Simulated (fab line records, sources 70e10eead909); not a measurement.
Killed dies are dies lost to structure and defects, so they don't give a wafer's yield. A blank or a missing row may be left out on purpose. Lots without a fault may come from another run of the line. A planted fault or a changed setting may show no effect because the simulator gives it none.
fab line records | flow nand_harc
record lots=13 wafers=39 last_day=33
route steps=1302 shown A_CONTACT@1044 THIN_TSV@1264 END@1302
lots that met no fault: from a run of the same line without faults
start_h: hours from the record's first day to the start of the lot's first wafer shown | wait_h: hours since the lot's step before | " the same as in the row above | L1.1+2: a row that stands for several wafers | - no value, or no start given | * or withheld: withheld | < > ~ a bound
route shown NAME@n: a module of which the file shows steps, and the number in the route of the first | usual: mean/standard deviation of fault-free wafers | same: alike in all rows | chamber/n: place in a boat | sites: the reading at each site | _std_site: their standard deviation | _edge_site: outer sites' mean less inner sites' | radius_mm: how far each site lies from the wafer's centre | mask NAME#n: copy n | behind: the tool/chamber that last shaped the wafer | hold: why the lot was held/for how many hours/how that ended | device: the transistor (n, p or np) that didn't switch | end of line: the same wafers' tests at the end of the route | a step without rows: its recipe alone | killed: dies lost to structure and defects at the first sort, not the wafer's yield | map: a wafer's dies, x killed, . not, _ none there
set.NAME: the setting as run; set.NAME@STEP: as run at that earlier step | model.NAME: the simulator's own value behind a step, which no gauge read
steps of the route over a sample of lots; a table a step, a row a wafer
services: from which hour (start_h, from the record's first day; less than 0 if before it) a tool's chamber was out of use, for how many hours, and why
## steps
# step NHARC_A_CONTACT_ETCH_76
# recipe target_depth_a=2600 over_etch_frac=0.3 time_s=475.3 ion_energy_ev=200 n2_flow_sccm=150 h2_flow_sccm=150 ar_flow_sccm=0 rf_w=400 bias_w=150 chemistry=N2/H2
# usual drypump_motor_current_A=5.64/0.3 mfc_ar_sccm=0.013/0.013 n2_flow_sccm=149.9/0.5 oes_product_au=1.003/0.0079 rf_vpp_V=430.9/2.7 showerhead_plenum_p_Torr=2.05/0.093 throttle_valve_pct=14.172/0.0092
# columns lot.wafer tool chamber start_h wait_h drypump_motor_current_A mfc_ar_sccm n2_flow_sccm oes_product_au rf_hours_counter_h rf_vpp_V showerhead_plenum_p_Torr throttle_valve_pct
L536.2 rie_diel-08 3 517.45 - 5.55 0.030 150.5 0.997 27 434.2 2.15 14.177
L536.3 " 0 " " 5.63 0 150.1 1.001 26 430.3 2.02 14.157
L536.6 " 2 " " 5.30 0.018 149.8 0.998 - 432.9 2.14 14.168
L537.3 rie_diel-08 3 525.95 - 5.62 0.030 150.6 1.001 29 433.9 2.15 14.172
L537.2 " 2 " " 5.29 0.018 150.0 0.995 32 433.7 2.14 14.183
L537.5 " 3 " " 5.63 0.030 150.6 0.993 - 433.9 2.15 14.164
L538.2 rie_diel-08 0 528.43 - 5.64 0 150.3 0.997 29 429.1 2.02 14.179
L538.4 " 1 " " 6.11 0 149.6 0.987 24 429.3 2.00 14.158
L538.6 " 0 " " 5.63 0 150.4 0.996 - 428.6 2.02 14.182
L543.2 rie_diel-12 0 580.13 - 5.63 0.020 149.4 0.996 41 426.3 1.93 14.176
L543.3 " 1 " " 5.68 0.033 149.6 1.011 36 433.4 2.16 14.166
L543.5 " 0 " " 5.64 0.020 149.7 0.994 - 428.4 1.93 14.169
L544.4 rie_diel-08 2 586.08 - 5.28 0.018 149.6 1.012 4 433.9 2.14 14.172
L544.2 " 1 " " 6.13 0 149.9 1.014 3 428.5 2.00 14.193
L544.6 " 3 " " 5.62 0.030 150.5 1.012 - 433.6 2.15 14.167
L545.2 rie_diel-08 0 592.65 - 5.65 0 150.2 1.013 5 428.5 2.01 14.178
L545.1 " 2 " " 5.31 0.018 150.1 1.020 5 433.9 2.13 14.173
L545.6 " 0 " " 5.65 0 150.3 1.014 - 429.8 2.01 14.166
L548.2 rie_diel-08 2 599.18 - 5.27 0.018 149.6 1.002 7 433.2 2.13 14.157
L548.5 " 3 " " 5.59 0.030 149.4 0.996 - 433.6 2.15 14.196
L548.6 " 0 " " 5.63 0 149.9 0.995 - 429.2 2.01 14.177
L547.2 rie_diel-08 3 608.41 - 5.60 0.030 149.7 1.017 11 433.3 2.15 14.173
L547.6 " 0 " " 5.64 0 149.9 1.002 - 430.3 2.01 14.188
L547.5 " 1 " " 6.13 0 150.3 1.019 - 429.2 2.00 14.158
L549.2 rie_diel-08 0 636.79 - 5.65 0 150.6 0.997 13 429.5 2.01 14.190
L549.6 " 3 " " 5.55 0.030 149.9 1.008 - 433.3 2.15 14.182
L549.5 " 0 " " 5.64 0 150.4 0.999 - 429.6 2.01 14.182
L550.1 rie_diel-08 1 640.13 - 6.15 0 149.7 1.013 12 430.2 2.00 14.163
L550.4 " 0 " " 5.63 0 150.6 0.997 14 430.9 2.01 14.165
L550.6 " 2 " " 5.28 0.018 150.5 1.011 - 432.8 2.13 14.172
L552.4 rie_diel-08 0 666.95 - 5.65 0 149.5 0.997 18 429.8 2.01 14.176
L552.3 " 2 " " 5.28 0.018 149.8 1.013 17 433.7 2.13 14.158
L552.6 " 0 " " 5.65 0 149.7 1.002 - 430.1 2.01 14.173
L554.4 rie_diel-12 3 685.00 - 5.03 0 150.3 1.011 13 432.9 2.16 14.164
L554.1 " 0 " " 5.63 0.020 149.4 0.995 14 427.0 1.92 14.173
L554.6 " 0 " " 5.64 0.020 150.0 0.994 - 425.8 1.92 14.172
L558.2 rie_diel-12 1 723.72 - 5.66 0.033 149.1 1.005 29 433.6 2.15 14.164
L558.3 " 2 " " 5.88 0 149.6 1.006 28 426.6 1.91 14.165
L558.4 " 0 " " 5.62 0.020 150.2 1.006 29 425.6 1.92 14.187
# step NHARC_THIN_TSV_CD_MEAS_16
# usual cd_nm=999.4/1.5
# columns lot.wafer tool chamber start_h wait_h cd_nm
L536.2 cd_sem-01 - 567.58 0.1 999.0
L536.3 " - " " 1000.7
L536.6 " - " " 999.4
L537.2 cd_sem-03 - 569.85 0.1 1000.5
L537.3 " - " " 999.9
L537.5 " - " " 1000.3
L538.2 cd_sem-01 - 573.50 0.1 1000.9
L538.4 " - " " 1002.3
L538.6 " - " " 1001.3
L543.2 cd_sem-01 - 624.10 0.1 998.7
L543.3 " - " " 995.5
L543.5 " - " " 997.5
L544.2 cd_sem-01 - 630.24 0.1 999.2
L544.4 " - " " 998.4
L544.6 " - " " 999.8
L545.1 cd_sem-01 - 636.70 0.1 997.7
L545.2 " - " " 999.9
L545.6 " - " " 999.8
L548.2 cd_sem-01 - 642.48 0.1 998.5
L548.5 " - " " 998.4
L548.6 " - " " 999.9
L547.2 cd_sem-02 - 655.82 0.1 1000.0
L547.5 " - " " 1001.3
L547.6 " - " " 999.6
L549.2 cd_sem-03 - 679.79 0.1 997.9
L549.5 " - " " 998.0
L549.6 " - " " 996.1
L550.1 cd_sem-02 - 686.02 0.1 997.1
L550.4 " - " " 998.1
L550.6 " - " " 1000.5
L552.3 cd_sem-02 - 714.51 0.1 999.2
L552.4 " - " " 1001.3
L552.6 " - " " 998.0
L554.1 cd_sem-02 - 728.19 0.1 997.5
L554.4 " - " " 997.1
L554.6 " - " " 996.7
L558.2 cd_sem-02 - 781.20 0.1 999.7
L558.3 " - " " 998.5
L558.4 " - " " 1001.3
# step NHARC_THIN_TSV_STRIP_62
# recipe power_w=1500 temp_c=250 time_s=20 chemistry=N2/H2
# usual drypump_motor_current_A=5.9/0.47 heater_power_w=341/34
# columns lot.wafer tool chamber start_h wait_h drypump_motor_current_A heater_power_w rf_hours_counter_h
L536.2 plasma_asher-02 1 569.31 - 5.7 349 31
L536.3 " 1 " " 5.7 356 -
L536.6 " 1 " " 5.7 356 -
L537.2 plasma_asher-02 1 571.52 - 5.7 350 31
L537.3 " 1 " " 5.7 348 -
L537.5 " 1 " " 5.7 349 -
L538.2 plasma_asher-01 0 575.15 - 6.4 286 6
L538.4 " 1 " " 5.2 361 -
L538.6 " 0 " " 6.4 286 -
L543.2 plasma_asher-01 1 625.83 - 5.2 360 17
L543.3 " 0 " " 6.4 278 -
L543.5 " 0 " " 6.4 288 -
L544.2 plasma_asher-02 0 631.95 - 6.2 361 3
L544.4 " 0 " " 6.2 359 -
L544.6 " 1 " " 5.7 348 -
L545.1 plasma_asher-01 0 638.32 - 6.4 287 19
L545.2 " 1 " " 5.2 371 19
L545.6 " 1 " " 5.2 366 -
L548.2 plasma_asher-01 1 644.12 - 5.2 370 21
L548.6 " 0 " " 6.4 278 -
L548.5 " 1 " " 5.2 377 -
L547.2 plasma_asher-02 0 657.72 - 6.2 361 10
L547.5 " 1 " " 5.7 342 -
L547.6 " 0 " " 6.2 364 -
L549.2 plasma_asher-02 0 681.52 - 6.3 369 15
L549.5 " 0 " " 6.2 359 -
L549.6 " 1 " " 5.7 352 -
L550.1 plasma_asher-01 0 687.68 - 6.4 286 31
L550.4 " 0 " " 6.4 285 -
L550.6 " 1 " " 5.2 376 -
L552.3 plasma_asher-02 1 716.25 - 5.8 351 -
L552.4 " 0 " " 6.2 368 -
L552.6 " 0 " " 6.2 355 -
L554.1 plasma_asher-01 0 729.84 - 6.4 290 5
L554.4 " 0 " " 6.4 299 -
L554.6 " 0 " " 6.4 289 -
L558.2 plasma_asher-01 1 782.93 - 5.2 338 16
L558.3 " 0 " " 6.4 291 -
L558.4 " 1 " " 5.2 340 -
# step NHARC_THIN_TSV_ANNEAL_52
# recipe temp_c=225 time_s=90
# usual wafer_temp_C_max=225.54/0.2
# columns lot.wafer tool chamber start_h wait_h wafer_temp_C_max
L536.2 rtp_anneal-02 0 570.73 0.6 225.37
L536.3 " 0 " " 225.41
L536.6 " 0 " " 225.20
L537.2 rtp_anneal-01 0 572.90 0.7 225.13
L537.3 " 0 " " 225.19
L537.5 " 0 " " 225.48
L538.2 rtp_anneal-01 0 576.55 0.7 225.49
L538.4 " 0 " " 225.82
L538.6 " 0 " " 225.41
L543.2 rtp_anneal-02 0 627.22 0.6 225.40
L543.3 " 0 " " 225.43
L543.5 " 0 " " 225.72
L544.2 rtp_anneal-01 0 633.36 0.6 225.46
L544.4 " 0 " " 225.55
L544.6 " 0 " " 225.69
L545.1 rtp_anneal-02 0 639.70 0.7 225.58
L545.2 " 0 " " 225.42
L545.6 " 0 " " 225.79
L548.2 rtp_anneal-01 0 645.51 0.6 225.40
L548.5 " 0 " " 225.60
L548.6 " 0 " " 225.86
L547.2 rtp_anneal-01 0 659.14 0.6 225.35
L547.5 " 0 " " 225.49
L547.6 " 0 " " 225.29
L549.2 rtp_anneal-01 0 683.13 0.7 225.47
L549.5 " 0 " " 225.36
L549.6 " 0 " " 225.51
L550.1 rtp_anneal-02 0 689.02 0.6 225.53
L550.4 " 0 " " 225.87
L550.6 " 0 " " 225.86
L552.3 rtp_anneal-01 0 717.70 0.6 225.40
L552.4 " 0 " " 225.37
L552.6 " 0 " " 225.44
L554.1 rtp_anneal-02 0 731.19 0.5 225.56
L554.4 " 0 " " 225.80
L554.6 " 0 " " 225.62
L558.2 rtp_anneal-02 0 784.32 0.7 225.42
L558.3 " 0 " " 225.67
L558.4 " 0 " " 225.40
# step NHARC_END_SORT_01
# recipe temp_c=25
# usual killed_at_array=61/22 killed_at_other=0.8/1 killed_at_periphery=3.8/2.3 killed_dies=66/22 killed_open=3.2/1.9 killed_short=2.8/1.8
# same gross_dies=677
# columns lot.wafer tool chamber start_h wait_h killed_at_array killed_at_other killed_at_periphery killed_dies killed_open killed_short
L538.2 prober-02 0 590.67 2.8 89 0 3 92 5 6
L538.4 prober-02 0 592.26 3.4 112 1 2 115 6 4
L538.6 prober-02 0 593.86 4.0 85 1 3 89 4 4
L550.1 prober-02 0 704.14 2.5 101 2 6 109 1 2
L550.4 prober-02 0 706.55 3.4 147 0 2 149 4 1
L550.6 prober-02 0 708.16 4.0 123 3 4 130 5 2
L552.3 prober-01 0 731.28 3.1 182 1 3 186 7 2
L552.4 prober-01 0 732.09 3.4 168 2 3 173 0 2
L552.6 prober-01 0 733.70 4.0 157 4 8 169 7 4
# killed by level:class
L538.2 A_SLIT:chamber_film_flake=27 A_CHANNEL_HOLE_D2:chamber_film_flake=24 A_CHANNEL_HOLE_D1:chamber_film_flake=21 A_STAIRCASE:chamber_film_flake=3 A_CONTACT:chamber_film_flake=2 A_BONDPAD:chamber_film_flake=2 P_M0:geometric_particle:open=1 P_M1:geometric_particle:open=1
L538.4 A_CHANNEL_HOLE_D2:chamber_film_flake=38 A_CHANNEL_HOLE_D1:chamber_film_flake=32 A_SLIT:chamber_film_flake=25 A_CHANNEL_FILL_D2:geometric_particle:open=3 A_STAIRCASE:chamber_film_flake=3 A_CONTACT:chamber_film_flake=2 P_CONTACT:geometric_particle:short=1 A_CHANNEL_FILL_D1:geometric_particle:short=1
L538.6 A_CHANNEL_HOLE_D2:chamber_film_flake=26 A_CHANNEL_HOLE_D1:chamber_film_flake=25 A_SLIT:chamber_film_flake=20 A_BONDPAD:chamber_film_flake=3 A_CONTACT:chamber_film_flake=2 P_STI:geometric_particle:short=1 P_GATE:geometric_particle:open=1 A_ONON_D1:geometric_particle:short=1
L550.1 A_CONTACT:unspecified=53 A_SLIT:chamber_film_flake=37 A_CHANNEL_HOLE_D2:chamber_film_flake=6 P_ZERO_WELL:chamber_film_flake=3 A_STAIRCASE:chamber_film_flake=2 THIN_TSV:chamber_film_flake=2 P_GATE:geometric_particle:open=1 P_M0:geometric_particle:short=1
L550.4 A_CONTACT:unspecified=87 A_SLIT:chamber_film_flake=32 A_CHANNEL_HOLE_D1:chamber_film_flake=9 A_CHANNEL_HOLE_D2:chamber_film_flake=8 A_STAIRCASE:chamber_film_flake=5 A_WL_FILL:geometric_particle:open=2 A_CHANNEL_FILL_D1:chamber_film_flake=2 P_CONTACT:geometric_particle:open=1
L550.6 A_CONTACT:unspecified=92 A_SLIT:chamber_film_flake=15 A_CHANNEL_HOLE_D2:chamber_film_flake=6 A_CHANNEL_HOLE_D1:chamber_film_flake=4 THIN_TSV:chamber_film_flake=3 P_CONTACT:geometric_particle:open=2 A_STAIRCASE:chamber_film_flake=2 P_GATE:geometric_particle:open=1
L552.3 A_CONTACT:unspecified=82 A_CHANNEL_HOLE_D1:chamber_film_flake=36 A_SLIT:chamber_film_flake=36 A_CHANNEL_HOLE_D2:chamber_film_flake=13 A_BLC:geometric_particle:open=2 P_CONTACT:chamber_film_flake=2 A_CONTACT:chamber_film_flake=2 A_BLC:chamber_film_flake=2
L552.4 A_CONTACT:unspecified=80 A_CHANNEL_HOLE_D2:chamber_film_flake=32 A_CHANNEL_HOLE_D1:chamber_film_flake=28 A_SLIT:chamber_film_flake=18 A_CONTACT:chamber_film_flake=3 A_BLC:chamber_film_flake=3 THIN_TSV:chamber_film_flake=2 A_CHANNEL_FILL_D2:geometric_particle:short=1
L552.6 A_CONTACT:unspecified=80 A_CHANNEL_HOLE_D1:chamber_film_flake=35 A_SLIT:chamber_film_flake=18 A_CHANNEL_HOLE_D2:chamber_film_flake=7 THIN_TSV:chamber_film_flake=4 A_CONTACT:chamber_film_flake=3 P_M0:geometric_particle:open=2 A_SGD_CUT:geometric_particle:short=2
## services
# columns tool chamber start_h hours kind
rie_diel-08 0 500.43 - clean
rie_diel-08 1 500.43 - clean
rie_diel-08 2 500.43 - clean
rie_diel-08 3 500.43 - clean
rie_diel-12 1 503.09 6.9 repair
plasma_asher-01 - 519.00 9.0 pm
rie_diel-08 0 525.09 - clean
rie_diel-12 2 533.18 1.2 repair
plasma_asher-01 - 541.42 10.8 repair
rie_diel-08 - 545.63 9.0 pm
plasma_asher-01 - 558.47 2.8 repair
rie_diel-08 1 568.42 6.1 repair
plasma_asher-02 - 603.00 9.0 pm
rie_diel-12 - 622.52 9.0 pm
rie_diel-08 2 658.58 5.1 repair
rie_diel-08 - 666.06 0.3 repair
plasma_asher-01 - 696.00 9.0 pm
plasma_asher-02 - 711.87 0.3 repair
rie_diel-08 - 722.63 9.0 pm
rie_diel-08 3 743.91 6.4 repair
rtp_anneal-02 - 744.01 12.0 pm
plasma_asher-01 - 758.31 1.6 repair
rie_diel-08 - 770.84 0.4 repair
plasma_asher-02 - 780.00 9.0 pm
## key
first_sign step=NHARC_END_SORT_01 reading=killed_dies direction=up sigmas=3.9 usual=66 struck=153
effect step=NHARC_END_SORT_01 reading=killed_at_array direction=up sigmas=3.9 usual=61 struck=146
more_kills_born_at NHARC_A_CONTACT_ETCH_76@rie_diel-08=474
met_at NHARC_A_CONTACT_ETCH_76
struck_lots L550,L552
tester_left_out L550,L552
not_acting_at NHARC_THIN_TSV_CD_MEAS_16,NHARC_THIN_TSV_STRIP_62,NHARC_THIN_TSV_ANNEAL_52
onset_between 636.79 640.13
fault kind=chamber_particle_source tool=rie_diel-08 chamber=- onset_h=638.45 steps=NHARC_A_CONTACT_ETCH_76 rate_per_visit_cm2=1.1497 end_h=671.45
# tester_left_out: of these lots the tester's yield and bins aren't shown, on N5 and GAA mostly nor the transistor test; their killed dies are dies lost to structure and defects alone, not to doping, threshold or leakage, so they don't give the yield
